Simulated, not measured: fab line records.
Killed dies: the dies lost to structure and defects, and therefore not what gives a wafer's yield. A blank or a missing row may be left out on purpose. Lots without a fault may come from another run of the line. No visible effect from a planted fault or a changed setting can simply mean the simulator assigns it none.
fab line records | flow n5Finfet | part 1 of 2: steps 1 to 14 of 24
record lots=5 | wafers=15 | lastDay=15
route steps=1938 shown GATE_CUT@492
lots with no fault: from the same line, run without faults
startH: the number of hours between the record's first day and the start of the first shown wafer of the lot | waitH: time in hours since the lot's previous step | " same as the row above | L1.1+2: a single row standing in for several wafers | - no value, or no start given | * or withheld: withheld | < > ~ a bound
route shown NAME@n: a module of which the file shows steps, and the number in the route of the first | usual: mean and standard deviation over wafers with no fault | same: alike in all rows | chamber/n: place in a boat | sites: per-site readings | _std_site: the standard deviation of these | _edge_site: the outer-site mean with the inner-site mean subtracted | radiusMm: how far each site lies from the wafer's centre | mask NAME#n: copy n | behind: the tool/chamber that last shaped the wafer | hold: the reason the lot was held/the length of the hold in hours/how it ended | device: names the non-switching transistor (n, p or np) | end of line: tests run on the same wafers once the route is complete | for a step that has no rows: nothing shown but its recipe | killed: not the wafer's yield, but the dies lost to structure and defects at the first sort | map: dies across one wafer; x = killed, . = not, _ = none there
set.NAME: setting as actually run; set.NAME@STEP: the setting as run at that earlier step | model.NAME: the simulator's own value behind a step, which no gauge read
lots at selected steps of the route; one table per step, one row per wafer
services: when a tool's chamber went out of use (startH, in hours from the record's first day, below 0 if earlier), for how many hours, and the reason
## steps
# step N5_GATE_CUT_ETCH_36
# recipe chemistry=CF4 | target=SiARC | targetDepthA=130 | maskMaterial=CAR-EUV | timeS=21.7 | ionEnergyEv=80 | pressureMtorr=40 | sourceW=545 | biasW=36 | Ar_flow_sccm=100 | cf4FlowSccm=100 | ends=cleared
# usual drypumpMotorCurrentA=6.0/0.58 | etchRfOnTimeS=21.6/0.7 | oesProductAu=0.66/0.064 | rfVppV=183.9/1 | showerheadPlenumPTorr=2.13/0.06 | throttleValvePct=15.70/0.21
lot.wafer | tool       | chamber | startH | waitH | drypumpMotorCurrentA | etchRfOnTimeS | oesProductAu | rfHoursCounterH | rfVppV | showerheadPlenumPTorr | throttleValvePct
L076.1    | rieDiel-06 | 2       | 97.79  | 0.0   | 4.9                  | 21.3          | 0.63         | 184             | 182.7  | 2.13                  | 15.84
L076.2    | "          | 0       | "      | "     | 6.1                  | 20.8          | 0.71         | 84              | 185.0  | 2.17                  | 15.64
L076.4    | "          | 1       | "      | "     | 6.0                  | 21.7          | 0.60         | 233             | 184.5  | 2.11                  | 15.95
L077.2    | rieDiel-04 | 0       | 101.66 | 0.0   | 6.4                  | 22.9          | 0.60         | 158             | 183.8  | 2.14                  | 15.39
L077.3    | "          | 3       | "      | "     | 5.5                  | 21.4          | 0.66         | 142             | 184.7  | 2.24                  | 15.98
L077.6    | "          | 3       | "      | "     | 5.6                  | 21.4          | 0.66         | -               | 185.1  | 2.24                  | 15.98
L078.1    | rieDiel-04 | 3       | 108.36 | 0.0   | 5.6                  | 21.8          | 0.65         | 144             | 185.1  | 2.24                  | 15.98
L078.3    | "          | 2       | "      | "     | 5.2                  | 21.7          | 0.75         | 27              | 183.8  | 2.11                  | 15.57
L078.4    | "          | 0       | "      | "     | 6.4                  | 22.9          | 0.60         | 160             | 184.1  | 2.14                  | 15.38
L088.1    | rieDiel-06 | 2       | 170.59 | 0.0   | 4.9                  | 20.9          | 0.62         | 204             | 184.0  | 2.12                  | 15.87
L088.3    | "          | 3       | "      | "     | 6.8                  | 22.3          | 0.58         | 223             | 183.9  | 2.02                  | 15.76
L088.5    | "          | 3       | "      | "     | 6.8                  | 22.3          | 0.59         | -               | 181.7  | 2.01                  | 15.76
L089.4    | rieDiel-06 | 3       | 172.63 | 0.0   | 6.8                  | 22.3          | 0.59         | -               | 182.6  | 2.01                  | 15.78
L089.5    | "          | 2       | "      | "     | 4.9                  | 21.1          | 0.62         | -               | 182.7  | 2.12                  | 15.88
L089.6    | "          | 0       | "      | "     | 6.1                  | 20.9          | 0.70         | -               | 184.3  | 2.16                  | 15.69
# step N5_GATE_CUT_ETCH_37
# recipe chemistry=N2/H2 | target=SOC | targetDepthA=600 | overetchA=120 | maskMaterial=SiARC | tempC=40 | timeS=90 | ionEnergyEv=200 | pressureMtorr=30 | sourceW=840 | biasW=150 | n2FlowSccm=200 | h2FlowSccm=200
# usual drypumpMotorCurrentA=6.0/0.58 | oesProductAu=0.69/0.064 | rfVppV=523.4/2.1 | showerheadPlenumPTorr=2.52/0.077 | throttleValvePct=17.90/0.27
lot.wafer | tool       | chamber | startH | waitH | drypumpMotorCurrentA | oesProductAu | rfHoursCounterH | rfVppV | showerheadPlenumPTorr | throttleValvePct
L076.1    | rieDiel-06 | 2       | 97.81  | 0.0   | 4.9                  | 0.66         | 184             | 524.1  | 2.52                  | 17.89
L076.2    | "          | 0       | "      | "     | 6.1                  | 0.73         | 84              | 522.0  | 2.57                  | 17.81
L076.4    | "          | 1       | "      | "     | 6.0                  | 0.63         | 233             | 523.7  | 2.49                  | 17.99
L077.2    | rieDiel-04 | 0       | 101.68 | 0.0   | 6.3                  | 0.66         | 158             | 524.0  | 2.55                  | 17.60
L077.3    | "          | 3       | "      | "     | 5.6                  | 0.68         | 142             | 525.9  | 2.67                  | 18.33
L077.6    | "          | 3       | "      | "     | 5.6                  | 0.69         | -               | 527.8  | 2.67                  | 18.33
L078.1    | rieDiel-04 | 3       | 108.39 | 0.0   | 5.6                  | 0.69         | 144             | 527.0  | 2.67                  | 18.33
L078.3    | "          | 2       | "      | "     | 5.1                  | 0.79         | 27              | 522.4  | 2.48                  | 17.69
L078.4    | "          | 0       | "      | "     | 6.4                  | 0.65         | 160             | 523.4  | 2.55                  | 17.59
L088.1    | rieDiel-06 | 2       | 170.62 | 0.0   | 4.9                  | 0.64         | 204             | 521.6  | 2.51                  | 17.94
L088.3    | "          | 3       | "      | "     | 6.8                  | 0.63         | 223             | 520.1  | 2.42                  | 18.07
L088.5    | "          | 3       | "      | "     | 6.8                  | 0.63         | -               | 521.1  | 2.42                  | 18.07
L089.4    | rieDiel-06 | 3       | 172.67 | 0.0   | 6.8                  | 0.62         | -               | 520.4  | 2.42                  | 18.05
L089.5    | "          | 2       | "      | "     | 4.9                  | 0.63         | -               | 522.8  | 2.51                  | 17.95
L089.6    | "          | 0       | "      | "     | 6.1                  | 0.70         | -               | 524.4  | 2.55                  | 17.86
# step N5_GATE_CUT_STRIP_38
# recipe chemistry=N2/H2 | tempC=40 | n2FlowSccm=200 | h2FlowSccm=200 | rfFrequencyHz=6e+07
lot.wafer  | tool       | chamber | startH | waitH
L076.1+2+4 | rieDiel-06 | 2,0,1   | 97.88  | 0.0
L077.2+3+6 | rieDiel-04 | 0,3,3   | 101.75 | 0.0
L078.1+3+4 | rieDiel-04 | 3,2,0   | 108.45 | 0.0
L088.1+3+5 | rieDiel-06 | 2,3,3   | 170.68 | 0.0
L089.4+5+6 | rieDiel-06 | 3,2,0   | 172.71 | 0.0
# step N5_GATE_CUT_STRIP_39
# recipe chemistry=N2/H2 | tempC=40 | n2FlowSccm=200 | h2FlowSccm=200 | rfFrequencyHz=6e+07
lot.wafer  | tool       | chamber | startH | waitH
L076.1+2+4 | rieDiel-06 | 2,0,1   | 97.89  | 0.0
L077.2+3+6 | rieDiel-04 | 0,3,3   | 101.76 | 0.0
L078.1+3+4 | rieDiel-04 | 3,2,0   | 108.46 | 0.0
L088.1+3+5 | rieDiel-06 | 2,3,3   | 170.69 | 0.0
L089.4+5+6 | rieDiel-06 | 3,2,0   | 172.72 | 0.0
# step N5_GATE_CUT_HM_OPEN_40
# recipe chemistry=C4F6/O2 | target=SiO2 | maskMaterial=SiARC | targetDepthA=1390 | timeS=85.1 | ionEnergyEv=250 | pressureMtorr=30 | sourceW=345 | biasW=185 | Ar_flow_sccm=300 | C4F6_flow_sccm=10 | O2_flow_sccm=10 | ends=cleared
# usual drypumpMotorCurrentA=6.0/0.58 | etchRfOnTimeS=95.0/2.3 | oes_ar_750_au=0.77/0.073 | oes_o_777_au=0.77/0.063 | oesProductAu=0.70/0.068 | rfVppV=670/24 | showerheadPlenumPTorr=2.83/0.09 | throttleValvePct=21.04/0.28
lot.wafer | tool       | chamber | startH | waitH | drypumpMotorCurrentA | etchRfOnTimeS | oes_ar_750_au | oes_o_777_au | oesProductAu | rfHoursCounterH | rfVppV | showerheadPlenumPTorr | throttleValvePct
L076.1    | rieDiel-06 | 2       | 97.90  | 0.0   | 4.9                  | 93.1          | 0.75          | 0.77         | 0.66         | 184             | 647    | 2.82                  | 21.11
L076.2    | "          | 0       | "      | "     | 6.1                  | 94.5          | 0.83          | 0.84         | 0.73         | 84              | 635    | 2.90                  | 21.13
L076.4    | "          | 1       | "      | "     | 5.9                  | 96.5          | 0.71          | 0.70         | 0.63         | 233             | 678    | 2.79                  | 21.15
L077.2    | rieDiel-04 | 0       | 101.77 | 0.0   | 6.3                  | 98.6          | 0.71          | 0.75         | 0.65         | 158             | 677    | 2.84                  | 20.65
L077.3    | "          | 3       | "      | "     | 5.6                  | 96.4          | 0.76          | 0.76         | 0.69         | 142             | 651    | 2.99                  | 21.49
L077.6    | "          | 3       | "      | "     | 5.6                  | 98.4          | 0.76          | 0.76         | 0.69         | -               | 650    | 2.99                  | 21.50
L078.1    | rieDiel-04 | 3       | 108.47 | 0.0   | 5.6                  | 91.9          | 0.77          | 0.76         | 0.70         | 144             | 650    | 2.99                  | 21.51
L078.3    | "          | 2       | "      | "     | 5.2                  | 92.4          | 0.88          | 0.82         | 0.79         | 28              | 696    | 2.82                  | 21.06
L078.4    | "          | 0       | "      | "     | 6.4                  | 96.4          | 0.71          | 0.73         | 0.65         | 160             | 678    | 2.84                  | 20.66
L088.1    | rieDiel-06 | 2       | 170.70 | 0.0   | 4.9                  | 94.3          | 0.73          | 0.76         | 0.65         | 204             | 648    | 2.81                  | 21.14
L088.3    | "          | 3       | "      | "     | 6.8                  | 97.5          | 0.70          | 0.68         | 0.62         | 223             | 688    | 2.66                  | 20.87
L088.5    | "          | 3       | "      | "     | 6.8                  | 97.2          | 0.70          | 0.68         | 0.62         | -               | 689    | 2.66                  | 20.85
L089.4    | rieDiel-06 | 3       | 172.76 | 0.0   | 6.8                  | 98.7          | 0.69          | 0.68         | 0.62         | -               | 689    | 2.66                  | 20.87
L089.5    | "          | 2       | "      | "     | 4.9                  | 94.5          | 0.74          | 0.76         | 0.65         | -               | 647    | 2.81                  | 21.13
L089.6    | "          | 0       | "      | "     | 6.1                  | 96.4          | 0.81          | 0.82         | 0.70         | -               | 634    | 2.89                  | 21.16
# step N5_GATE_CUT_STRIP_41
# recipe chemistry=CF4 | resist=SiARC | powerW=300 | biasPowerW=75 | pressureMtorr=50 | cf4FlowSccm=150 | rfFrequencyHz=6e+07
# usual drypumpMotorCurrentA=6.0/0.58 | oesProductAu=0.178/0.017 | rfVppV=271.0/1.3 | showerheadPlenumPTorr=1.78/0.044 | throttleValvePct=13.67/0.21
lot.wafer | tool       | chamber | startH | waitH | drypumpMotorCurrentA | oesProductAu | rfHoursCounterH | rfVppV | showerheadPlenumPTorr | throttleValvePct
L076.1    | rieDiel-06 | 2       | 97.96  | 0.0   | 4.9                  | 0.169        | 184             | 271.7  | 1.79                  | 13.85
L076.2    | "          | 0       | "      | "     | 6.1                  | 0.189        | 84              | 270.8  | 1.80                  | 13.55
L076.4    | "          | 1       | "      | "     | 6.0                  | 0.163        | 233             | 270.4  | 1.78                  | 13.98
L077.2    | rieDiel-04 | 0       | 101.83 | 0.0   | 6.4                  | 0.167        | 158             | 271.7  | 1.79                  | 13.38
L077.3    | "          | 3       | "      | "     | 5.6                  | 0.178        | 142             | 272.8  | 1.86                  | 13.88
L077.6    | "          | 3       | "      | "     | 5.6                  | 0.175        | -               | 272.0  | 1.86                  | 13.86
L078.1    | rieDiel-04 | 3       | 108.53 | 0.0   | 5.6                  | 0.170        | 144             | 273.1  | 1.86                  | 13.88
L078.3    | "          | 2       | "      | "     | 5.1                  | 0.199        | 28              | 271.8  | 1.76                  | 13.48
L078.4    | "          | 0       | "      | "     | 6.4                  | 0.164        | 160             | 270.6  | 1.79                  | 13.36
L088.1    | rieDiel-06 | 2       | 170.76 | 0.0   | 4.9                  | 0.167        | 204             | 270.9  | 1.79                  | 13.88
L088.3    | "          | 3       | "      | "     | 6.8                  | 0.159        | 223             | 268.8  | 1.70                  | 13.84
L088.5    | "          | 3       | "      | "     | 6.8                  | 0.163        | -               | 270.4  | 1.70                  | 13.83
L089.4    | rieDiel-06 | 3       | 172.80 | 0.0   | 6.8                  | 0.158        | -               | 269.3  | 1.70                  | 13.83
L089.5    | "          | 2       | "      | "     | 4.9                  | 0.170        | -               | 270.4  | 1.79                  | 13.89
L089.6    | "          | 0       | "      | "     | 6.1                  | 0.186        | -               | 271.7  | 1.80                  | 13.59
# step N5_GATE_CUT_STRIP_42
# recipe chemistry=O2 | powerW=400 | tempC=40 | pressureMtorr=30 | rfFrequencyHz=6e+07 | biasPowerW=0 | overashFraction=0.3 | o2FlowSccm=225
# usual drypumpMotorCurrentA=6.0/0.58 | oesProductAu=0.77/0.08 | rfVppV=3.7/0.54 | showerheadPlenumPTorr=2.08/0.063 | throttleValvePct=16.74/0.22
lot.wafer | tool       | chamber | startH | waitH | drypumpMotorCurrentA | oesProductAu | rfHoursCounterH | rfVppV | showerheadPlenumPTorr | throttleValvePct
L076.1    | rieDiel-06 | 2       | 97.98  | 0.0   | 4.9                  | 0.71         | 184             | 4.1    | 2.08                  | 16.90
L076.2    | "          | 0       | "      | "     | 6.1                  | 0.81         | 84              | 3.9    | 2.12                  | 16.72
L076.4    | "          | 1       | "      | "     | 6.0                  | 0.68         | 233             | 3.5    | 2.07                  | 17.01
L077.2    | rieDiel-04 | 0       | 101.85 | 0.0   | 6.3                  | 0.71         | 158             | 4.4    | 2.12                  | 16.56
L077.3    | "          | 3       | "      | "     | 5.6                  | 0.76         | 142             | 4.6    | 2.19                  | 17.04
L077.6    | "          | 3       | "      | "     | 5.6                  | 0.76         | -               | 4.4    | 2.19                  | 17.04
L078.1    | rieDiel-04 | 3       | 108.55 | 0.0   | 5.6                  | 0.76         | 144             | 4.1    | 2.19                  | 17.04
L078.3    | "          | 2       | "      | "     | 5.1                  | 0.87         | 28              | 3.6    | 2.02                  | 16.43
L078.4    | "          | 0       | "      | "     | 6.4                  | 0.71         | 160             | 2.9    | 2.11                  | 16.57
L088.1    | rieDiel-06 | 2       | 170.78 | 0.0   | 4.9                  | 0.71         | 204             | 3.2    | 2.08                  | 16.92
L088.3    | "          | 3       | "      | "     | 6.8                  | 0.69         | 223             | 3.2    | 1.97                  | 16.80
L088.5    | "          | 3       | "      | "     | 6.8                  | 0.69         | -               | 3.7    | 1.97                  | 16.80
L089.4    | rieDiel-06 | 3       | 172.83 | 0.0   | 6.8                  | 0.68         | -               | 4.3    | 1.97                  | 16.79
L089.5    | "          | 2       | "      | "     | 4.9                  | 0.71         | -               | 2.9    | 2.07                  | 16.90
L089.6    | "          | 0       | "      | "     | 6.1                  | 0.78         | -               | 3.6    | 2.11                  | 16.77
# step N5_GATE_CUT_ETCH_19
# recipe chemistry=CH3F/O2 | target=SiNx | maskMaterial=SiO2 | targetDepthA=537 | timeS=76.7 | pressureMtorr=30 | sourceW=395 | biasW=73 | Ar_flow_sccm=150 | CH3F_flow_sccm=30 | O2_flow_sccm=20 | ionEnergyEv=120 | ends=cleared
# usual drypumpMotorCurrentA=6.0/0.58 | etchRfOnTimeS=76.9/1.5 | oes_ar_750_au=0.77/0.074 | oes_o_777_au=0.77/0.066 | oesProductAu=0.66/0.066 | rfVppV=300/10 | showerheadPlenumPTorr=1.99/0.065 | throttleValvePct=16.44/0.23
lot.wafer | tool       | chamber | startH | waitH | drypumpMotorCurrentA | etchRfOnTimeS | oes_ar_750_au | oes_o_777_au | oesProductAu | rfHoursCounterH | rfVppV | showerheadPlenumPTorr | throttleValvePct
L076.1    | rieDiel-06 | 2       | 98.02  | 0.0   | 4.9                  | 77.4          | 0.74          | 0.75         | 0.62         | 184             | 290    | 1.98                  | 16.55
L076.2    | "          | 0       | "      | "     | 6.1                  | 77.0          | 0.84          | 0.85         | 0.69         | 84              | 284    | 2.04                  | 16.46
L076.4    | "          | 1       | "      | "     | 6.0                  | 77.9          | 0.70          | 0.72         | 0.59         | 233             | 302    | 1.96                  | 16.59
L077.2    | rieDiel-04 | 0       | 101.89 | 0.0   | 6.3                  | 78.1          | 0.70          | 0.71         | 0.61         | 158             | 303    | 2.00                  | 16.13
L077.3    | "          | 3       | "      | "     | 5.6                  | 76.7          | 0.77          | 0.77         | 0.65         | 142             | 291    | 2.10                  | 16.80
L077.6    | "          | 3       | "      | "     | 5.6                  | 77.0          | 0.78          | 0.77         | 0.65         | -               | 291    | 2.10                  | 16.79
L078.1    | rieDiel-04 | 3       | 108.59 | 0.0   | 5.6                  | 77.1          | 0.77          | 0.77         | 0.65         | 144             | 290    | 2.10                  | 16.77
L078.3    | "          | 2       | "      | "     | 5.1                  | 76.6          | 0.88          | 0.85         | 0.75         | 28              | 309    | 1.97                  | 16.32
L078.4    | "          | 0       | "      | "     | 6.3                  | 79.0          | 0.71          | 0.71         | 0.61         | 160             | 303    | 2.00                  | 16.13
L088.1    | rieDiel-06 | 2       | 170.82 | 0.0   | 4.9                  | 75.7          | 0.73          | 0.73         | 0.61         | 204             | 290    | 1.98                  | 16.60
L088.3    | "          | 3       | "      | "     | 6.8                  | 79.3          | 0.70          | 0.70         | 0.58         | 223             | 308    | 1.86                  | 16.39
L088.5    | "          | 3       | "      | "     | 6.8                  | 79.3          | 0.69          | 0.70         | 0.58         | -               | 308    | 1.87                  | 16.41
L089.4    | rieDiel-06 | 3       | 172.89 | 0.0   | 6.8                  | 78.9          | 0.69          | 0.69         | 0.58         | -               | 306    | 1.87                  | 16.40
L089.5    | "          | 2       | "      | "     | 4.9                  | 76.1          | 0.73          | 0.73         | 0.61         | -               | 290    | 1.98                  | 16.60
L089.6    | "          | 0       | "      | "     | 6.1                  | 76.7          | 0.82          | 0.84         | 0.68         | -               | 285    | 2.03                  | 16.50
# step N5_GATE_CUT_CUT_ETCH_53
# recipe chemistry=SF6/Cl2 | target=W | maskMaterial=SiO2 | targetDepthA=792 | pressureMtorr=8 | icpW=900 | biasW=80 | SF6_flow_sccm=40 | Cl2_flow_sccm=60 | ends=cleared
# usual drypumpMotorCurrentA=5.8/0.4 | etchRfOnTimeS=26.1/0.7 | oesProductAu=0.65/0.11 | throttleValvePct=29.1/0.36
lot.wafer | tool        | chamber | startH | waitH | drypumpMotorCurrentA | etchRfOnTimeS | oesProductAu | rfHoursCounterH | throttleValvePct
L076.1    | rieMetal-01 | 1       | 98.13  | 0.1   | 5.7                  | 26.7          | 0.53         | 144             | 29.0
L076.2    | "           | 0       | "      | "     | 6.0                  | 25.9          | 0.58         | 103             | 29.2
L076.4    | "           | 0       | "      | "     | 6.0                  | 25.9          | 0.59         | -               | 29.2
L077.2    | rieMetal-03 | 1       | 102.00 | 0.1   | 5.2                  | 27.5          | 0.69         | 41              | 29.3
L077.3    | "           | 1       | "      | "     | 5.2                  | 27.7          | 0.69         | -               | 29.3
L077.6    | "           | 0       | "      | "     | 6.6                  | 25.8          | 0.61         | -               | 29.0
L078.1    | rieMetal-03 | 1       | 108.70 | 0.1   | 5.2                  | 27.2          | 0.70         | 41              | 29.3
L078.3    | "           | 1       | "      | "     | 5.2                  | 27.3          | 0.69         | -               | 29.3
L078.4    | "           | 0       | "      | "     | 6.6                  | 25.5          | 0.61         | -               | 29.0
L088.1    | rieMetal-03 | 0       | 170.93 | 0.1   | 6.6                  | 25.8          | 0.60         | 104             | 29.1
L088.3    | "           | 1       | "      | "     | 5.2                  | 27.5          | 0.68         | -               | 29.3
L088.5    | "           | 0       | "      | "     | 6.6                  | 25.8          | 0.60         | -               | 29.0
L089.4    | rieMetal-02 | 1       | 172.97 | 0.0   | 5.7                  | 25.9          | 0.89         | -               | 28.3
L089.5    | "           | 1       | "      | "     | 5.8                  | 26.0          | 0.91         | -               | 28.3
L089.6    | "           | 0       | "      | "     | 5.7                  | 26.2          | 0.65         | -               | 29.5
# step N5_GATE_CUT_CUT_ETCH_54
# recipe chemistry=Cl2/BCl3 | target=TiN | maskMaterial=SiO2 | targetDepthA=967 | pressureMtorr=10 | icpW=1000 | biasW=126 | Cl2_flow_sccm=53.25 | bcl3FlowSccm=21.75 | Ar_flow_sccm=25 | ends=cleared
# usual drypumpMotorCurrentA=5.8/0.4 | etchRfOnTimeS=36.4/1 | oes_ar_750_au=0.71/0.1 | oesProductAu=0.65/0.1 | throttleValvePct=22.37/0.29
lot.wafer | tool        | chamber | startH | waitH | drypumpMotorCurrentA | etchRfOnTimeS | oes_ar_750_au | oesProductAu | rfHoursCounterH | throttleValvePct
L076.1    | rieMetal-01 | 1       | 98.19  | 0.0   | 5.7                  | 36.9          | 0.57          | 0.53         | 144             | 22.48
L076.2    | "           | 0       | "      | "     | 6.0                  | 36.0          | 0.65          | 0.58         | 103             | 22.65
L076.4    | "           | 0       | "      | "     | 6.0                  | 36.0          | 0.65          | 0.59         | -               | 22.66
L077.2    | rieMetal-03 | 1       | 102.06 | 0.0   | 5.1                  | 38.7          | 0.74          | 0.69         | 41              | 22.52
L077.3    | "           | 1       | "      | "     | 5.1                  | 39.0          | 0.74          | 0.68         | -               | 22.52
L077.6    | "           | 0       | "      | "     | 6.6                  | 36.1          | 0.68          | 0.61         | -               | 22.18
L078.1    | rieMetal-03 | 1       | 108.76 | 0.0   | 5.2                  | 38.5          | 0.74          | 0.68         | 41              | 22.52
L078.3    | "           | 1       | "      | "     | 5.2                  | 38.3          | 0.74          | 0.69         | -               | 22.52
L078.4    | "           | 0       | "      | "     | 6.6                  | 36.1          | 0.68          | 0.61         | -               | 22.20
L088.1    | rieMetal-03 | 0       | 170.99 | 0.0   | 6.6                  | 36.3          | 0.67          | 0.60         | 104             | 22.21
L088.3    | "           | 1       | "      | "     | 5.1                  | 38.3          | 0.72          | 0.67         | -               | 22.53
L088.5    | "           | 0       | "      | "     | 6.6                  | 35.9          | 0.67          | 0.60         | -               | 22.21
L089.4    | rieMetal-02 | 1       | 173.03 | 0.0   | 5.7                  | 36.0          | 0.97          | 0.90         | -               | 21.66
L089.5    | "           | 1       | "      | "     | 5.7                  | 36.2          | 0.98          | 0.90         | -               | 21.66
L089.6    | "           | 0       | "      | "     | 5.7                  | 36.5          | 0.72          | 0.64         | -               | 22.45
# step N5_GATE_CUT_CUT_ETCH_55
# recipe chemistry=BCl3 | target=HfO2 | maskMaterial=SiO2 | targetDepthA=32 | ionEnergyEv=30 | pressureMtorr=5 | icpW=450 | biasW=18 | bcl3FlowSccm=80
# usual drypumpMotorCurrentA=5.8/0.4 | oesProductAu=0.72/0.13 | throttleValvePct=33.2/0.38
lot.wafer | tool        | chamber | startH | waitH | drypumpMotorCurrentA | oesProductAu | rfHoursCounterH | throttleValvePct
L076.1    | rieMetal-01 | 1       | 98.25  | 0.0   | 5.7                  | 0.60         | 144             | 33.1
L076.2    | "           | 0       | "      | "     | 6.0                  | 0.63         | 103             | 33.2
L076.4    | "           | 0       | "      | "     | 6.0                  | 0.64         | -               | 33.2
L077.2    | rieMetal-03 | 1       | 102.12 | 0.0   | 5.2                  | 0.79         | 41              | 33.5
L077.3    | "           | 1       | "      | "     | 5.2                  | 0.79         | -               | 33.5
L077.6    | "           | 0       | "      | "     | 6.5                  | 0.66         | -               | 33.5
L078.1    | rieMetal-03 | 1       | 108.82 | 0.0   | 5.2                  | 0.79         | 41              | 33.5
L078.3    | "           | 1       | "      | "     | 5.2                  | 0.78         | -               | 33.5
L078.4    | "           | 0       | "      | "     | 6.6                  | 0.65         | -               | 33.5
L088.1    | rieMetal-03 | 0       | 171.05 | 0.0   | 6.6                  | 0.64         | 104             | 33.5
L088.3    | "           | 1       | "      | "     | 5.2                  | 0.77         | -               | 33.5
L088.5    | "           | 0       | "      | "     | 6.6                  | 0.64         | -               | 33.5
L089.4    | rieMetal-02 | 1       | 173.08 | 0.0   | 5.7                  | 1.00         | -               | 32.8
L089.5    | "           | 1       | "      | "     | 5.7                  | 0.99         | -               | 32.8
L089.6    | "           | 0       | "      | "     | 5.7                  | 0.71         | -               | 33.4
# step N5_GATE_CUT_ETCH_47
# recipe chemistry=Cl2/BCl3 | target=SiO2 | targetDepthA=100 | pressureMtorr=10 | icpW=1000 | biasW=126 | Cl2_flow_sccm=53.25 | bcl3FlowSccm=21.75 | Ar_flow_sccm=25
# usual drypumpMotorCurrentA=5.8/0.4 | oes_ar_750_au=0.71/0.1 | oesProductAu=0.72/0.13 | throttleValvePct=22.91/0.3
lot.wafer | tool        | chamber | startH | waitH | drypumpMotorCurrentA | oes_ar_750_au | oesProductAu | rfHoursCounterH | throttleValvePct
L076.1    | rieMetal-01 | 1       | 98.28  | 0.0   | 5.7                  | 0.57          | 0.59         | 144             | 22.99
L076.2    | "           | 0       | "      | "     | 6.0                  | 0.65          | 0.64         | 103             | 23.19
L076.4    | "           | 0       | "      | "     | 5.9                  | 0.65          | 0.64         | -               | 23.19
L077.2    | rieMetal-03 | 1       | 102.15 | 0.0   | 5.1                  | 0.74          | 0.79         | 41              | 23.03
L077.3    | "           | 1       | "      | "     | 5.2                  | 0.74          | 0.79         | -               | 23.02
L077.6    | "           | 0       | "      | "     | 6.6                  | 0.69          | 0.66         | -               | 22.75
L078.1    | rieMetal-03 | 1       | 108.85 | 0.0   | 5.2                  | 0.74          | 0.79         | 41              | 23.03
L078.3    | "           | 1       | "      | "     | 5.2                  | 0.74          | 0.78         | -               | 23.03
L078.4    | "           | 0       | "      | "     | 6.6                  | 0.68          | 0.65         | -               | 22.75
L088.1    | rieMetal-03 | 0       | 171.08 | 0.0   | 6.6                  | 0.67          | 0.65         | 104             | 22.75
L088.3    | "           | 1       | "      | "     | 5.2                  | 0.72          | 0.77         | -               | 23.06
L088.5    | "           | 0       | "      | "     | 6.6                  | 0.67          | 0.64         | -               | 22.75
L089.4    | rieMetal-02 | 1       | 173.11 | 0.0   | 5.7                  | 0.99          | 1.00         | -               | 22.20
L089.5    | "           | 1       | "      | "     | 5.7                  | 0.98          | 1.02         | -               | 22.21
L089.6    | "           | 0       | "      | "     | 5.7                  | 0.73          | 0.71         | -               | 23.00
# step N5_GATE_CUT_VAPOR_ETCH_48
# recipe chemistry=BCl3/Cl2 | target=TiN | mode=isotropic
# usual drypumpMotorCurrentA=5.8/0.4 | oesProductAu=0.73/0.13
lot.wafer | tool        | chamber | startH | waitH | drypumpMotorCurrentA | oesProductAu
L076.1    | rieMetal-01 | 1       | 98.31  | 0.0   | 5.7                  | 0.60
L076.2    | "           | 0       | "      | "     | 5.9                  | 0.63
L076.4    | "           | 0       | "      | "     | 6.0                  | 0.63
L077.2    | rieMetal-03 | 1       | 102.18 | 0.0   | 5.2                  | 0.78
L077.3    | "           | 1       | "      | "     | 5.1                  | 0.79
L077.6    | "           | 0       | "      | "     | 6.6                  | 0.66
L078.1    | rieMetal-03 | 1       | 108.88 | 0.0   | 5.2                  | 0.79
L078.3    | "           | 1       | "      | "     | 5.1                  | 0.78
L078.4    | "           | 0       | "      | "     | 6.6                  | 0.67
L088.1    | rieMetal-03 | 0       | 171.11 | 0.0   | 6.6                  | 0.64
L088.3    | "           | 1       | "      | "     | 5.2                  | 0.77
L088.5    | "           | 0       | "      | "     | 6.6                  | 0.65
L089.4    | rieMetal-02 | 1       | 173.14 | 0.0   | 5.8                  | 1.01
L089.5    | "           | 1       | "      | "     | 5.8                  | 1.01
L089.6    | "           | 0       | "      | "     | 5.7                  | 0.71
# step N5_GATE_CUT_VAPOR_ETCH_49
# recipe chemistry=BCl3/Cl2 | target=TiAlC | mode=isotropic
# usual drypumpMotorCurrentA=5.8/0.41 | oesProductAu=0.73/0.13
lot.wafer | tool        | chamber | startH | waitH | drypumpMotorCurrentA | oesProductAu
L076.1    | rieMetal-01 | 1       | 98.34  | 0.0   | 5.7                  | 0.60
L076.2    | "           | 0       | "      | "     | 6.0                  | 0.63
L076.4    | "           | 0       | "      | "     | 6.0                  | 0.64
L077.2    | rieMetal-03 | 1       | 102.21 | 0.0   | 5.1                  | 0.79
L077.3    | "           | 1       | "      | "     | 5.1                  | 0.78
L077.6    | "           | 0       | "      | "     | 6.6                  | 0.66
L078.1    | rieMetal-03 | 1       | 108.91 | 0.0   | 5.2                  | 0.78
L078.3    | "           | 1       | "      | "     | 5.2                  | 0.79
L078.4    | "           | 0       | "      | "     | 6.6                  | 0.66
L088.1    | rieMetal-03 | 0       | 171.14 | 0.0   | 6.6                  | 0.65
L088.3    | "           | 1       | "      | "     | 5.2                  | 0.77
L088.5    | "           | 0       | "      | "     | 6.6                  | 0.66
L089.4    | rieMetal-02 | 1       | 173.17 | 0.0   | 5.7                  | 1.00
L089.5    | "           | 1       | "      | "     | 5.7                  | 1.00
L089.6    | "           | 0       | "      | "     | 5.7                  | 0.72
